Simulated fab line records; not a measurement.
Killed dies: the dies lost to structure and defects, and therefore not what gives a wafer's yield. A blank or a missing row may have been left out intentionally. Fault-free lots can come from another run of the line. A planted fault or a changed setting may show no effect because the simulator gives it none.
One fault through the eyes of 2 desks || flow nand harc || numbers are kept per desk, each desk with only its own; the story behind them comes last

## AT THE TOOL OWNER'S DESK: rie diel-07
The tool's own readings at NHARC_A_CHANNEL_HOLE_D1_ETCH_16 (etches the open film in O2/COS, target depth 3100 nm, time 806 s): means of the sampled wafers that have a number, for each lot that ran on this tool. The brackets show how far a lot's mean lies from the usual mean; more than 4 standard deviations puts the lot out of limits, marked OUT. Shown are 7 of the 8 readings it has, namely the first that went out of limits plus those furthest out on some lot.
Columns: A = bias w at NHARC_A_CHANNEL_HOLE_D1_ETCH_16, usual 300.1 W; B = drypump motor current A at NHARC_A_CHANNEL_HOLE_D1_ETCH_16, usual 5.39 A; C = mfc ar sccm at NHARC_A_CHANNEL_HOLE_D1_ETCH_16, usual 0.010 sccm; D = oes product au at NHARC_A_CHANNEL_HOLE_D1_ETCH_16, usual 0.999 a.u.; E = rf vpp V at NHARC_A_CHANNEL_HOLE_D1_ETCH_16, usual 314.0 V; F = run length s at NHARC_A_CHANNEL_HOLE_D1_ETCH_16, usual 827.3 s; G = showerhead plenum p Torr at NHARC_A_CHANNEL_HOLE_D1_ETCH_16, usual 3.11 Torr
{"lot": "L985", "first seen here": "day 9 01:35", "A": 299.8, "B": 5.30, "C": 0.003, "D": 0.999, "E": 315.4, "F": 827.4, "G": 3.22}
{"lot": "L994", "first seen here": "day 11 15:11", "A": "-", "B": 5.51, "C": 0.004, "D": 1.000, "E": 314.5, "F": "611.8 (-99 or more) OUT", "G": 3.20}
{"lot": "L993", "first seen here": "day 11 16:25", "A": 299.7, "B": 5.55, "C": 0.006, "D": 1.000, "E": 314.8, "F": "719.8 (-99 or more) OUT", "G": 3.16}
{"lot": "L996", "first seen here": "day 12 05:46", "A": 300.9, "B": 5.21, "C": 0.006, "D": 0.994, "E": 315.1, "F": "719.8 (-99 or more) OUT", "G": 3.15}
Finding of this desk: L993, L994, L996 out of limits; the first was L994 at day 11 15:11, on run length s at NHARC_A_CHANNEL_HOLE_D1_ETCH_16. In limits: L985.

## THE DEFECT DESK
For each lot, the counts of the inspections along the route, averaged over the sampled wafers that have a number. The brackets show how far a lot's mean lies from the usual mean; more than 4 standard deviations puts the lot out of limits, marked OUT.
Columns: A = raw defect count at NHARC_A_CHANNEL_HOLE_D1_INSPECT_12, usual 5.1
{"lot": "L982", "first seen here": "day 8 08:10", "A": 3.3}
{"lot": "L983", "first seen here": "day 8 08:58", "A": 6.7}
{"lot": "L984", "first seen here": "day 9 00:28", "A": 2.3}
{"lot": "L985", "first seen here": "day 9 00:55", "A": 4.3}
{"lot": "L988", "first seen here": "day 9 14:26", "A": 4.0}
{"lot": "L992", "first seen here": "day 10 20:23", "A": 8.3}
{"lot": "L994", "first seen here": "day 11 14:32", "A": 4.5}
{"lot": "L993", "first seen here": "day 11 15:49", "A": 6.0}
{"lot": "L997", "first seen here": "day 12 04:58", "A": 7.3}
{"lot": "L996", "first seen here": "day 12 05:07", "A": 5.5}
{"lot": "L999", "first seen here": "day 12 16:02", "A": 3.7}
{"lot": "L101", "first seen here": "day 12 16:12", "A": 5.0}
{"lot": "L103", "first seen here": "day 13 04:51", "A": 5.0}
{"lot": "L102", "first seen here": "day 13 05:58", "A": 9.7}
{"lot": "L105", "first seen here": "day 14 01:16", "A": 5.3}
This desk's verdict: no lot among the 15 shows anything out of limits.

## ALL TOGETHER
An alarm could have come from the tool owner's desk at day 11 15:11, on L993, L994, L996.
Nothing the defect desk looked at was out of limits.
The defect desk has L993, L994, L996 on record, within its limits.
On rie diel-07, each named lot ran NHARC_A_CHANNEL_HOLE_D1_ETCH_16.

## WHAT THE SIMULATOR HAD INSERTED
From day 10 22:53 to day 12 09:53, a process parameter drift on rie diel-07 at NHARC_A_CHANNEL_HOLE_D1_ETCH_16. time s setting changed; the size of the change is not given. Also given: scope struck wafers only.
Lots struck among those shown: L993, L994, L996.
Delay in hours, fault start to first out-of-limits reading, by desk: the tool owner's desk at 16.
